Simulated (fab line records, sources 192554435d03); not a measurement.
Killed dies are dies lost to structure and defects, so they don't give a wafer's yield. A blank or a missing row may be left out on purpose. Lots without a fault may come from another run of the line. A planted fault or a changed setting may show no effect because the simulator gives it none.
fab line records | flow n5_finfet
record lots=24 wafers=72 last_day=18
route steps=1938 shown BEOL_M4@1037
lots that met no fault: from a run of the same line without faults
start_h: hours from the record's first day to the start of the lot's first wafer shown | wait_h: hours since the lot's step before | " the same as in the row above | L1.1+2: a row that stands for several wafers | - no value, or no start given | * or withheld: withheld | < > ~ a bound
route shown NAME@n: a module of which the file shows steps, and the number in the route of the first | usual: mean/standard deviation of fault-free wafers | same: alike in all rows | chamber/n: place in a boat | sites: the reading at each site | _std_site: their standard deviation | _edge_site: outer sites' mean less inner sites' | radius_mm: how far each site lies from the wafer's centre | mask NAME#n: copy n | behind: the tool/chamber that last shaped the wafer | hold: why the lot was held/for how many hours/how that ended | device: the transistor (n, p or np) that didn't switch | end of line: the same wafers' tests at the end of the route | a step without rows: its recipe alone | killed: dies lost to structure and defects at the first sort, not the wafer's yield | map: a wafer's dies, x killed, . not, _ none there
set.NAME: the setting as run; set.NAME@STEP: as run at that earlier step | model.NAME: the simulator's own value behind a step, which no gauge read
steps of the route over a sample of lots; a table a step, a row a wafer
services: from which hour (start_h, from the record's first day; less than 0 if before it) a tool's chamber was out of use, for how many hours, and why
## steps
# step N5_BEOL_M4_DESCUM_16
# recipe chemistry=O2 time_s=7 source_power_w=50 bias_power_w=20 pressure_mtorr=20 rf_frequency_hz=2.712e+07 temp_c=40 resist=CAR-EUV o2_flow_sccm=225
# usual drypump_motor_current_A=5.8/0.44 oes_product_au=0.79/0.068 rf_vpp_V=243.3/1.3 showerhead_plenum_p_Torr=2.11/0.07 throttle_valve_pct=20.50/0.28
# columns lot.wafer tool chamber start_h wait_h drypump_motor_current_A oes_product_au rf_hours_counter_h rf_vpp_V showerhead_plenum_p_Torr throttle_valve_pct
L074.1 rie_diel-01 2 157.54 0.2 5.9 0.73 181 243.0 2.18 20.66
L074.4 " 2 " " 5.9 0.73 - 243.2 2.18 20.65
L074.5 " 1 " " 5.5 0.82 - 243.4 2.12 20.09
L076.1 rie_diel-06 2 171.46 0.0 6.8 0.75 174 242.4 2.08 20.86
L076.3 " 3 " " 5.4 0.84 83 243.5 2.12 20.27
L076.5 " 2 " " 6.8 0.74 - 242.1 2.08 20.86
L075.3 rie_diel-06 3 177.87 0.0 5.4 0.84 85 243.5 2.12 20.28
L075.5 " 3 " " 5.4 0.84 - 243.0 2.12 20.26
L075.6 " 2 " " 6.9 0.75 - 243.0 2.08 20.86
L078.1 rie_diel-06 0 194.74 0.0 5.8 0.76 143 243.2 2.10 20.54
L078.4 " 1 " " 5.8 0.83 86 240.6 2.02 20.67
L078.5 " 1 " " 5.8 0.82 - 242.5 2.02 20.66
L077.1 rie_diel-03 3 208.29 0.0 5.1 0.69 230 240.4 1.98 20.61
L077.5 " 2 " " 5.6 0.78 - 244.6 2.20 20.61
L077.6 " 1 " " 5.8 0.89 - 244.8 2.22 20.14
L079.2 rie_diel-06 0 215.77 0.3 5.8 0.75 149 243.5 2.10 20.55
L079.4 " 1 " " 5.8 0.81 93 243.0 2.02 20.69
L079.6 " 2 " " 6.8 0.74 - 243.1 2.08 20.88
L083.1 rie_diel-03 3 223.35 0.2 5.1 0.69 235 241.7 1.98 20.62
L083.2 " 1 " " 5.8 0.87 48 245.4 2.22 20.14
L083.5 " 1 " " 5.8 0.87 - 245.0 2.22 20.12
L081.1 rie_diel-06 1 225.17 0.0 5.8 0.80 97 242.4 2.02 20.69
L081.2 " 3 " " 5.4 0.82 102 244.3 2.11 20.29
L081.5 " 3 " " 5.4 0.82 - 243.8 2.11 20.29
L080.1 rie_diel-03 1 228.62 0.0 5.8 0.87 50 244.9 2.22 20.14
L080.2 " 3 " " 5.1 0.69 237 241.1 1.98 20.63
L080.5 " 3 " " 5.1 0.69 - 241.0 1.98 20.64
L084.1 rie_diel-01 2 234.72 0.0 5.9 0.71 206 244.7 2.17 20.69
L084.4 " 0 " " 5.5 0.85 52 242.1 2.03 20.69
L084.5 " 3 " " 6.1 0.89 - 242.5 2.04 19.95
L085.2 rie_diel-03 3 239.57 0.1 5.1 0.69 241 242.8 1.97 20.63
L085.5 " 1 " " 5.8 0.86 - 245.0 2.22 20.14
L085.6 " 0 " " 6.0 0.70 - 243.1 2.16 20.83
L082.2 rie_diel-01 1 240.27 0.0 5.5 0.79 129 242.2 2.11 20.13
L082.4 " 0 " " 5.5 0.85 55 243.2 2.03 20.69
L082.5 " 2 " " 5.9 0.71 - 243.8 2.17 20.70
L087.3 rie_diel-01 1 244.29 0.0 5.6 0.79 131 242.5 2.11 20.12
L087.5 " 3 " " 6.1 0.89 - 243.2 2.04 19.94
L087.6 " 2 " " 5.9 0.71 - 243.6 2.17 20.71
L086.1 rie_diel-06 3 246.26 0.0 5.4 0.81 110 244.0 2.11 20.28
L086.3 " 0 " " 5.8 0.75 160 242.6 2.10 20.56
L086.4 " 1 " " 5.8 0.80 104 242.5 2.02 20.71
L090.1 rie_diel-01 3 257.51 0.2 6.1 0.87 32 243.2 2.04 19.94
L090.4 " 0 " " 5.5 0.85 61 242.2 2.03 20.70
L090.5 " 3 " " 6.1 0.88 - 243.5 2.04 19.94
L088.1 rie_diel-03 1 260.21 0.0 5.8 0.86 61 245.5 2.21 20.16
L088.2 " 2 " " 5.6 0.77 133 245.2 2.19 20.64
L088.3 " 3 " " 5.1 0.69 244 240.7 1.97 20.63
L089.1 rie_diel-06 0 270.73 0.3 5.7 0.74 167 241.6 2.09 20.60
L089.4 " 0 " " 5.7 0.74 - 243.2 2.09 20.57
L089.6 " 3 " " 5.4 0.80 - 243.5 2.10 20.31
L091.1 rie_diel-03 2 276.93 0.0 5.7 0.76 141 245.6 2.19 20.65
L091.4 " 3 " " 5.1 0.68 - 240.7 1.97 20.64
L091.5 " 1 " " 5.8 0.84 - 245.1 2.21 20.19
L092.1 rie_diel-06 2 281.15 0.0 6.8 0.72 215 243.2 2.07 20.92
L092.4 " 3 " " 5.4 0.80 - 243.1 2.10 20.30
L092.5 " 2 " " 6.8 0.72 - 243.5 2.07 20.92
L093.1 rie_diel-03 1 289.63 0.5 5.8 0.84 73 244.0 2.21 20.18
L093.4 " 1 " " 5.8 0.84 - 245.2 2.21 20.18
L093.6 " 0 " " 6.0 0.99 - 242.8 2.15 20.50
L096.1 rie_diel-01 1 294.21 0.0 5.5 0.79 146 244.2 2.10 20.15
L096.3 " 3 " " 6.1 0.85 44 242.6 2.03 19.98
L096.5 " 2 " " 5.9 0.70 - 242.7 2.16 20.73
L095.3 rie_diel-01 1 296.02 0.0 5.5 0.78 147 243.1 2.10 20.15
L095.5 " 3 " " 6.1 0.85 - 241.9 2.03 19.99
L095.6 " 2 " " 5.9 0.70 - 244.4 2.16 20.71
L094.1 rie_diel-03 0 296.51 0.3 6.0 0.96 6 242.4 2.15 20.50
L094.5 " 0 " " 6.0 0.98 - 243.5 2.15 20.50
L094.6 " 2 " " 5.6 0.76 - 244.7 2.19 20.66
L097.2 rie_diel-06 1 309.03 0.0 5.8 0.79 121 243.6 2.01 20.74
L097.4 " 0 " " 5.7 0.72 184 242.8 2.09 20.60
L097.6 " 3 " " 5.4 0.80 - 244.3 2.10 20.33
# step N5_BEOL_M4_STRIP_66
# recipe chemistry=CF4 resist=SiARC power_w=300 bias_power_w=75 pressure_mtorr=50 cf4_flow_sccm=150 rf_frequency_hz=6e+07
# usual cf4_flow_sccm=150.1/0.43 drypump_motor_current_A=5.8/0.44 oes_product_au=0.78/0.064 rf_vpp_V=271.5/1.6 showerhead_plenum_p_Torr=1.81/0.054 throttle_valve_pct=13.65/0.28
# columns lot.wafer tool chamber start_h wait_h cf4_flow_sccm drypump_motor_current_A oes_product_au rf_hours_counter_h rf_vpp_V showerhead_plenum_p_Torr throttle_valve_pct
L074.1 rie_diel-01 2 157.75 0.0 149.7 5.9 0.73 181 273.5 1.86 13.81
L074.4 " 2 " " 149.9 5.8 0.72 - 272.0 1.86 13.79
L074.5 " 1 " " 150.6 5.5 0.81 - 271.7 1.81 13.24
L076.1 rie_diel-06 2 171.68 0.0 150.0 6.9 0.74 174 269.1 1.79 14.02
L076.3 " 3 " " 149.8 5.4 0.83 84 270.8 1.81 13.37
L076.5 " 2 " " 150.3 6.9 0.74 - 271.9 1.79 14.05
L075.3 rie_diel-06 3 178.08 0.0 149.2 5.4 0.84 85 273.1 1.81 13.37
L075.5 " 3 " " 150.2 5.4 0.82 - 269.9 1.81 13.37
L075.6 " 2 " " 149.6 6.8 0.74 - 271.8 1.79 14.05
L078.1 rie_diel-06 0 194.95 0.0 150.3 5.8 0.74 143 269.4 1.80 13.69
L078.4 " 1 " " 150.0 5.8 0.81 86 271.2 1.74 13.75
L078.5 " 1 " " 149.8 5.8 0.80 - 269.7 1.74 13.77
L077.1 rie_diel-03 3 208.50 0.0 150.2 5.1 0.69 230 269.0 1.70 13.83
L077.5 " 2 " " 150.2 5.7 0.79 - 272.7 1.87 13.70
L077.6 " 1 " " 150.3 5.8 0.87 - 274.3 1.90 13.26
L079.2 rie_diel-06 0 215.98 0.0 149.9 5.7 0.75 149 272.7 1.80 13.70
L079.4 " 1 " " 149.6 5.8 0.81 93 269.7 1.74 13.78
L079.6 " 2 " " 150.7 6.9 0.73 - 270.4 1.79 14.07
L083.1 rie_diel-03 3 223.56 0.0 149.3 5.1 0.69 235 271.1 1.70 13.82
L083.2 " 1 " " 149.7 5.8 0.87 48 274.1 1.90 13.28
L083.5 " 1 " " 149.9 5.8 0.86 - 274.1 1.90 13.29
L081.1 rie_diel-06 1 225.38 0.0 150.1 5.7 0.80 97 269.1 1.74 13.78
L081.2 " 3 " " 149.6 5.4 0.81 102 272.6 1.81 13.42
L081.5 " 3 " " 150.4 5.4 0.81 - 271.8 1.81 13.42
L080.1 rie_diel-03 1 228.83 0.0 151.3 5.8 0.86 50 273.6 1.90 13.28
L080.2 " 3 " " 149.9 5.1 0.69 237 270.6 1.70 13.84
L080.5 " 3 " " 149.7 5.1 0.69 - 268.9 1.70 13.86
L084.1 rie_diel-01 2 234.93 0.0 150.5 5.8 0.71 206 272.7 1.86 13.84
L084.4 " 0 " " 149.8 5.5 0.84 52 269.4 1.76 13.79
L084.5 " 3 " " 150.2 6.1 0.86 - 271.2 1.76 13.14
L085.2 rie_diel-03 3 239.78 0.0 150.2 5.0 0.69 241 268.2 1.70 13.83
L085.5 " 1 " " 149.3 5.8 0.85 - 273.7 1.90 13.29
L085.6 " 0 " " 150.5 6.0 0.70 - 271.8 1.84 13.99
L082.2 rie_diel-01 1 240.48 0.0 150.8 5.5 0.78 129 270.5 1.80 13.30
L082.4 " 0 " " 150.5 5.5 0.84 55 271.3 1.76 13.80
L082.5 " 2 " " 150.3 5.8 0.70 - 273.4 1.86 13.84
L087.3 rie_diel-01 1 244.50 0.0 149.8 5.5 0.78 131 271.6 1.80 13.32
L087.5 " 3 " " 149.8 6.1 0.87 - 269.7 1.76 13.16
L087.6 " 2 " " 149.6 5.9 0.71 - 272.9 1.85 13.84
L086.1 rie_diel-06 3 246.47 0.0 150.3 5.4 0.81 110 270.7 1.80 13.42
L086.3 " 0 " " 150.1 5.8 0.74 160 271.6 1.80 13.74
L086.4 " 1 " " 149.8 5.8 0.79 104 268.0 1.74 13.81
L090.1 rie_diel-01 3 257.72 0.0 150.6 6.1 0.86 33 269.4 1.76 13.18
L090.4 " 0 " " 150.2 5.4 0.84 61 271.9 1.75 13.80
L090.5 " 3 " " 150.5 6.1 0.86 - 269.3 1.76 13.16
L088.1 rie_diel-03 1 260.42 0.0 150.7 5.8 0.84 61 272.3 1.89 13.31
L088.2 " 2 " " 149.8 5.7 0.77 133 274.0 1.87 13.76
L088.3 " 3 " " 150.6 5.1 0.68 244 268.1 1.70 13.86
L089.1 rie_diel-06 0 270.94 0.0 150.0 5.8 0.73 167 271.1 1.79 13.74
L089.4 " 0 " " 150.3 5.7 0.73 - 272.1 1.79 13.74
L089.6 " 3 " " 150.5 5.4 0.79 - 272.0 1.80 13.45
L091.1 rie_diel-03 2 277.15 0.0 150.1 5.7 0.76 141 273.4 1.86 13.76
L091.4 " 3 " " 150.1 5.1 0.68 - 269.5 1.69 13.87
L091.5 " 1 " " 149.9 5.8 0.84 - 273.9 1.89 13.32
L092.1 rie_diel-06 2 281.36 0.0 149.5 6.8 0.71 215 270.1 1.78 14.12
L092.4 " 3 " " 149.9 5.4 0.79 - 269.2 1.80 13.47
L092.5 " 2 " " 150.0 6.8 0.71 - 271.4 1.78 14.13
L093.1 rie_diel-03 1 289.84 0.0 150.4 5.8 0.83 73 274.8 1.89 13.33
L093.4 " 1 " " 151.1 5.8 0.83 - 273.3 1.89 13.33
L093.6 " 0 " " 150.1 6.0 0.97 - 272.5 1.84 13.47
L096.1 rie_diel-01 1 294.42 0.0 149.7 5.5 0.76 146 270.7 1.80 13.33
L096.3 " 3 " " 150.4 6.1 0.84 44 270.7 1.76 13.20
L096.5 " 2 " " 150.5 5.8 0.69 - 271.5 1.85 13.90
L095.3 rie_diel-01 1 296.23 0.0 150.5 5.5 0.76 147 273.7 1.80 13.33
L095.5 " 3 " " 150.9 6.1 0.84 - 269.8 1.76 13.21
L095.6 " 2 " " 150.7 5.9 0.69 - 273.4 1.85 13.88
L094.1 rie_diel-03 0 296.72 0.0 150.2 6.0 0.95 6 272.9 1.84 13.49
L094.5 " 0 " " 150.0 6.0 0.96 - 272.0 1.84 13.48
L094.6 " 2 " " 151.4 5.6 0.76 - 273.2 1.86 13.79
L097.2 rie_diel-06 1 309.24 0.0 149.9 5.8 0.77 121 268.8 1.73 13.85
L097.4 " 0 " " 150.6 5.7 0.72 184 271.7 1.79 13.80
L097.6 " 3 " " 151.4 5.5 0.79 - 271.2 1.80 13.49
# step N5_BEOL_M4_OVL_MEAS_29
# recipe points_per_wafer=522
# usual V3_OVL=0.3/0.66
# columns lot.wafer tool chamber start_h wait_h V3_OVL[nm]
L074.1 overlay-02 0 158.38 0.0 0.1
L074.4 " 0 " " -0.6
L074.5 " 0 " " 0.2
L076.1 overlay-02 0 172.38 0.0 -0.2
L076.3 " 0 " " -0.6
L076.5 " 0 " " -0.4
L075.3 overlay-01 0 178.79 0.0 0.3
L075.5 " 0 " " 0.4
L075.6 " 0 " " 0.4
L078.1 overlay-02 0 195.65 0.0 -0.4
L078.4 " 0 " " -0.1
L078.5 " 0 " " 0.1
L077.1 overlay-02 0 209.07 0.0 1.7
L077.5 " 0 " " 0.8
L077.6 " 0 " " 0.6
L079.2 overlay-01 0 216.78 0.0 0.3
L079.4 " 0 " " -0.3
L079.6 " 0 " " -1.0
L083.1 overlay-02 0 224.13 0.0 -0.7
L083.2 " 0 " " 0.5
L083.5 " 0 " " 0.7
L081.1 overlay-01 0 226.05 0.0 0.6
L081.2 " 0 " " 0.1
L081.5 " 0 " " 1.3
L080.1 overlay-02 0 229.53 0.0 0.2
L080.2 " 0 " " 0.6
L080.5 " 0 " " 1.2
L084.1 overlay-02 0 235.52 0.0 0.1
L084.4 " 0 " " 0.4
L084.5 " 0 " " -0.3
L085.2 overlay-02 0 240.45 0.0 0.0
L085.5 " 0 " " 0.3
L085.6 " 0 " " -0.1
L082.2 overlay-01 0 241.06 0.0 -0.3
L082.4 " 0 " " -0.4
L082.5 " 0 " " 0.7
L087.3 overlay-02 0 245.09 0.0 -0.1
L087.5 " 0 " " 0.1
L087.6 " 0 " " 0.7
L086.1 overlay-01 0 247.14 0.0 0.7
L086.3 " 0 " " 0.6
L086.4 " 0 " " 1.8
L090.1 overlay-02 0 258.29 0.0 0.7
L090.4 " 0 " " 0.7
L090.5 " 0 " " 1.2
L088.1 overlay-01 0 260.99 0.0 0.7
L088.2 " 0 " " -0.1
L088.3 " 0 " " 0.0
L089.1 overlay-02 0 271.51 0.0 -1.1
L089.4 " 0 " " -1.3
L089.6 " 0 " " -0.6
L091.1 overlay-01 0 277.72 0.0 -1.4
L091.4 " 0 " " -0.6
L091.5 " 0 " " -0.5
L092.1 overlay-02 0 281.95 0.0 0.3
L092.4 " 0 " " -0.3
L092.5 " 0 " " 0.8
L093.1 overlay-02 0 290.50 0.0 0.4
L093.4 " 0 " " -0.2
L093.6 " 0 " " 0.1
L096.1 overlay-01 0 294.99 0.0 1.6
L096.3 " 0 " " 1.7
L096.5 " 0 " " 0.8
L095.3 overlay-01 0 296.86 0.0 0.0
L095.5 " 0 " " -0.6
L095.6 " 0 " " 0.1
L094.1 overlay-02 0 297.29 0.0 0.5
L094.5 " 0 " " 0.3
L094.6 " 0 " " 1.0
L097.2 overlay-01 0 309.82 0.0 0.6
L097.4 " 0 " " -0.2
L097.6 " 0 " " 0.0
# step N5_BEOL_M4_PRE_CLEAN_45
# recipe gas=H2/He time_s=30 temp_c=250
# usual heater_power_w=313/26 susceptor_temp_C=249.99/0.17
# columns lot.wafer tool chamber start_h wait_h heater_power_w susceptor_temp_C
L074.1 pvd_sputter-01 - 166.84 0.0 257 250.02
L074.4 " - " " 306 250.11
L074.5 " - " " 306 250.30
L076.1 pvd_sputter-01 - 182.40 0.0 301 250.40
L076.3 " - " " 250 249.98
L076.5 " - " " 254 249.80
L075.3 pvd_sputter-03 - 199.58 0.0 321 249.62
L075.5 " - " " 322 250.18
L075.6 " - " " 357 250.28
L078.1 pvd_sputter-01 - 205.25 0.0 302 249.98
L078.4 " - " " 258 249.85
L078.5 " - " " 296 249.94
L077.1 pvd_sputter-02 - 211.66 0.0 356 250.23
L077.5 " - " " 299 250.08
L077.6 " - " " 327 249.98
L079.2 pvd_sputter-03 - 227.77 0.0 335 250.13
L079.4 " - " " 293 249.89
L079.6 " - " " 297 250.03
L083.1 pvd_sputter-03 - 227.89 0.0 323 249.96
L083.2 " - " " 328 249.89
L083.5 " - " " 291 250.13
L081.1 pvd_sputter-03 - 230.95 0.0 322 249.95
L081.2 " - " " 347 249.97
L081.5 " - " " 320 249.95
L080.1 pvd_sputter-02 - 231.03 0.0 317 249.67
L080.2 " - " " 361 250.17
L080.5 " - " " 336 250.15
L082.2 pvd_sputter-03 - 244.19 0.0 348 249.81
L082.4 " - " " 298 249.72
L082.5 " - " " 323 250.07
L087.3 pvd_sputter-02 - 247.52 0.0 314 250.20
L087.5 " - " " 358 250.08
L087.6 " - " " 333 250.47
L084.1 pvd_sputter-02 - 247.60 0.0 306 249.88
L084.4 " - " " 334 249.84
L084.5 " - " " 305 250.00
L085.2 pvd_sputter-01 - 260.03 0.0 301 249.84
L085.5 " - " " 278 250.23
L085.6 " - " " 315 250.07
L086.1 pvd_sputter-02 - 265.27 0.0 316 250.15
L086.3 " - " " 330 250.03
L086.4 " - " " 304 250.15
L090.1 pvd_sputter-03 - 270.31 0.0 330 249.93
L090.4 " - " " 327 249.87
L090.5 " - " " 298 249.96
L088.1 pvd_sputter-03 - 272.89 0.0 284 250.26
L088.2 " - " " 353 250.09
L088.3 " - " " 332 249.72
L089.1 pvd_sputter-03 - 281.33 0.0 295 250.07
L089.4 " - " " 321 250.20
L089.6 " - " " 319 250.17
L092.1 pvd_sputter-01 - 296.14 0.0 304 250.09
L092.4 " - " " 286 249.90
L092.5 " - " " 308 250.12
L091.1 pvd_sputter-01 - 296.22 0.0 302 249.89
L091.4 " - " " 301 249.86
L091.5 " - " " 295 249.92
L093.1 pvd_sputter-01 - 296.74 0.0 295 249.83
L093.4 " - " " 296 249.83
L093.6 " - " " 283 249.68
L096.1 pvd_sputter-02 - 303.61 0.0 340 249.90
L096.3 " - " " 309 250.11
L096.5 " - " " 331 249.97
L094.1 pvd_sputter-01 - 305.36 0.0 253 249.81
L094.5 " - " " 299 249.91
L094.6 " - " " 285 249.88
L095.3 pvd_sputter-03 - 311.18 0.0 298 249.93
L095.5 " - " " 342 249.97
L095.6 " - " " 323 250.06
L097.2 pvd_sputter-03 - 327.92 0.0 321 249.91
L097.4 " - " " 338 250.34
L097.6 " - " " 314 249.96
# step N5_BEOL_M4_ANNEAL_87
# recipe temp_c=400 time_s=240 ambient=vacuum
# usual heater_power_w=782/68 susceptor_temp_C=400.02/0.21
# columns lot.wafer tool chamber start_h wait_h heater_power_w susceptor_temp_C
L074.1 pvd_sputter-01 - 168.16 0.0 637 399.98
L074.4 " - " " 731 400.08
L074.5 " - " " 630 400.03
L076.1 pvd_sputter-01 - 185.76 0.0 726 399.81
L076.3 " - " " 769 400.32
L076.5 " - " " 753 399.59
L075.3 pvd_sputter-02 - 200.89 0.0 807 399.92
L075.5 " - " " 843 400.02
L075.6 " - " " 762 400.12
L078.1 pvd_sputter-01 - 206.85 0.0 637 399.96
L078.4 " - " " 726 399.87
L078.5 " - " " 631 400.32
L077.1 pvd_sputter-01 - 213.34 0.0 752 400.00
L077.5 " - " " 643 399.93
L077.6 " - " " 729 400.17
L079.2 pvd_sputter-03 - 229.23 0.0 740 399.79
L079.4 " - " " 848 400.20
L079.6 " - " " 837 399.89
L083.1 pvd_sputter-02 - 229.35 0.0 745 399.78
L083.2 " - " " 792 400.19
L083.5 " - " " 754 400.06
L081.1 pvd_sputter-02 - 232.37 0.0 794 400.48
L081.2 " - " " 781 400.23
L081.5 " - " " 857 399.98
L080.1 pvd_sputter-03 - 232.75 0.0 787 400.08
L080.2 " - " " 831 399.66
L080.5 " - " " 858 399.98
L082.2 pvd_sputter-02 - 245.80 0.0 745 399.99
L082.4 " - " " 832 400.40
L082.5 " - " " 851 399.88
L084.1 pvd_sputter-02 - 249.10 0.0 899 400.16
L084.4 " - " " 795 399.96
L084.5 " - " " 800 400.12
L087.3 pvd_sputter-03 - 249.68 0.0 714 399.85
L087.5 " - " " 718 399.87
L087.6 " - " " 803 399.92
L085.2 pvd_sputter-01 - 261.55 0.0 630 399.48
L085.5 " - " " 793 399.95
L085.6 " - " " 619 400.29
L086.1 pvd_sputter-03 - 266.67 0.0 871 399.90
L086.3 " - " " 778 400.11
L086.4 " - " " 812 399.98
L090.1 pvd_sputter-03 - 271.75 0.0 840 400.14
L090.4 " - " " 738 399.93
L090.5 " - " " 799 399.97
L088.1 pvd_sputter-01 - 274.31 0.0 631 400.07
L088.2 " - " " 719 399.79
L088.3 " - " " 743 399.93
L089.1 pvd_sputter-02 - 282.59 0.0 904 399.53
L089.4 " - " " 837 400.13
L089.6 " - " " 888 399.79
L091.1 pvd_sputter-01 - 297.52 0.0 639 400.03
L091.4 " - " " 771 400.01
L091.5 " - " " 772 400.22
L092.1 pvd_sputter-02 - 297.63 0.0 901 400.10
L092.4 " - " " 761 400.49
L092.5 " - " " 783 399.79
L093.1 pvd_sputter-03 - 298.29 0.0 818 399.87
L093.4 " - " " 822 399.84
L093.6 " - " " 849 400.04
L096.1 pvd_sputter-03 - 305.02 0.0 864 400.15
L096.3 " - " " 815 400.17
L096.5 " - " " 804 400.06
L094.1 pvd_sputter-03 - 306.86 0.0 827 400.12
L094.5 " - " " 755 400.19
L094.6 " - " " 776 400.23
L095.3 pvd_sputter-03 - 312.88 0.0 822 400.12
L095.5 " - " " 822 400.33
L095.6 " - " " 721 400.24
L097.2 pvd_sputter-02 - 329.54 0.0 770 399.97
L097.4 " - " " 811 399.91
L097.6 " - " " 906 399.73
# step N5_BEOL_M4_ANNEAL_91
# recipe temp_c=400 time_s=240 ambient=vacuum
# usual heater_power_w=783/70 susceptor_temp_C=400.01/0.19
# columns lot.wafer tool chamber start_h wait_h heater_power_w susceptor_temp_C
L074.1 pvd_sputter-01 - 168.60 0.0 627 399.87
L074.4 " - " " 741 399.75
L074.5 " - " " 631 400.27
L076.1 pvd_sputter-01 - 186.20 0.0 751 399.78
L076.3 " - " " 779 399.88
L076.5 " - " " 758 399.99
L075.3 pvd_sputter-02 - 201.33 0.0 852 399.77
L075.5 " - " " 853 399.78
L075.6 " - " " 764 399.97
L078.1 pvd_sputter-01 - 207.29 0.0 644 399.76
L078.4 " - " " 713 400.12
L078.5 " - " " 631 399.99
L077.1 pvd_sputter-01 - 213.78 0.0 747 399.89
L077.5 " - " " 638 400.10
L077.6 " - " " 756 399.80
L079.2 pvd_sputter-03 - 229.67 0.0 715 400.28
L079.4 " - " " 852 400.40
L079.6 " - " " 826 400.33
L083.1 pvd_sputter-02 - 229.79 0.0 749 400.09
L083.2 " - " " 805 400.15
L083.5 " - " " 765 399.97
L081.1 pvd_sputter-02 - 232.81 0.0 801 399.94
L081.2 " - " " 764 399.98
L081.5 " - " " 850 399.99
L080.1 pvd_sputter-03 - 233.19 0.0 788 400.02
L080.2 " - " " 832 400.07
L080.5 " - " " 849 399.87
L082.2 pvd_sputter-02 - 246.24 0.0 758 399.76
L082.4 " - " " 832 399.84
L082.5 " - " " 838 400.15
L084.1 pvd_sputter-02 - 249.54 0.0 896 399.57
L084.4 " - " " 796 399.94
L084.5 " - " " 806 399.86
L087.3 pvd_sputter-03 - 250.12 0.0 709 399.89
L087.5 " - " " 729 400.09
L087.6 " - " " 785 399.95
L085.2 pvd_sputter-01 - 261.99 0.0 630 400.16
L085.5 " - " " 756 400.17
L085.6 " - " " 634 399.97
L086.1 pvd_sputter-03 - 267.11 0.0 844 400.17
L086.3 " - " " 774 400.05
L086.4 " - " " 791 399.80
L090.1 pvd_sputter-03 - 272.19 0.0 815 399.68
L090.4 " - " " 755 399.85
L090.5 " - " " 801 399.99
L088.1 pvd_sputter-01 - 274.75 0.0 642 400.13
L088.2 " - " " 713 399.97
L088.3 " - " " 734 399.78
L089.1 pvd_sputter-02 - 283.03 0.0 919 399.97
L089.4 " - " " 833 400.38
L089.6 " - " " 898 400.12
L091.1 pvd_sputter-01 - 297.96 0.0 639 400.20
L091.4 " - " " 785 399.81
L091.5 " - " " 779 399.77
L092.1 pvd_sputter-02 - 298.07 0.0 937 400.10
L092.4 " - " " 750 400.10
L092.5 " - " " 801 399.68
L093.1 pvd_sputter-03 - 298.73 0.0 804 399.98
L093.4 " - " " 820 400.11
L093.6 " - " " 888 399.89
L096.1 pvd_sputter-03 - 305.46 0.0 858 399.77
L096.3 " - " " 830 399.98
L096.5 " - " " 841 399.92
L094.1 pvd_sputter-03 - 307.30 0.0 814 400.12
L094.5 " - " " 729 399.88
L094.6 " - " " 790 400.03
L095.3 pvd_sputter-03 - 313.32 0.0 816 399.77
L095.5 " - " " 823 400.10
L095.6 " - " " 735 399.83
L097.2 pvd_sputter-02 - 329.98 0.0 768 400.17
L097.4 " - " " 798 400.27
L097.6 " - " " 916 399.82
## services
# columns tool chamber start_h hours kind
rie_diel-01 3 137.44 - clean
rie_diel-01 3 137.44 - consumable_replace:focus_ring
rie_diel-01 3 137.44 23.2 scheduled_down
rie_diel-01 3 137.44 23.2 vent_cycle
pvd_sputter-03 - 161.93 6.6 repair
rie_diel-06 - 174.50 0.2 repair
pvd_sputter-02 - 185.64 12.6 repair
rie_diel-03 1 191.39 1.3 repair
rie_diel-01 1 247.05 2.6 repair
rie_diel-03 3 247.54 9.3 repair
rie_diel-03 0 259.40 - clean
rie_diel-03 0 259.40 - consumable_replace:focus_ring
rie_diel-03 0 259.40 20.5 scheduled_down
rie_diel-03 0 259.40 20.5 vent_cycle
rie_diel-03 - 267.25 1.6 repair
rie_diel-03 3 279.88 - clean
rie_diel-03 3 279.88 - consumable_replace:focus_ring
rie_diel-03 3 279.88 - consumable_replace:showerhead
rie_diel-03 3 279.88 20.9 scheduled_down
rie_diel-03 3 279.88 20.9 vent_cycle
## key
fault none
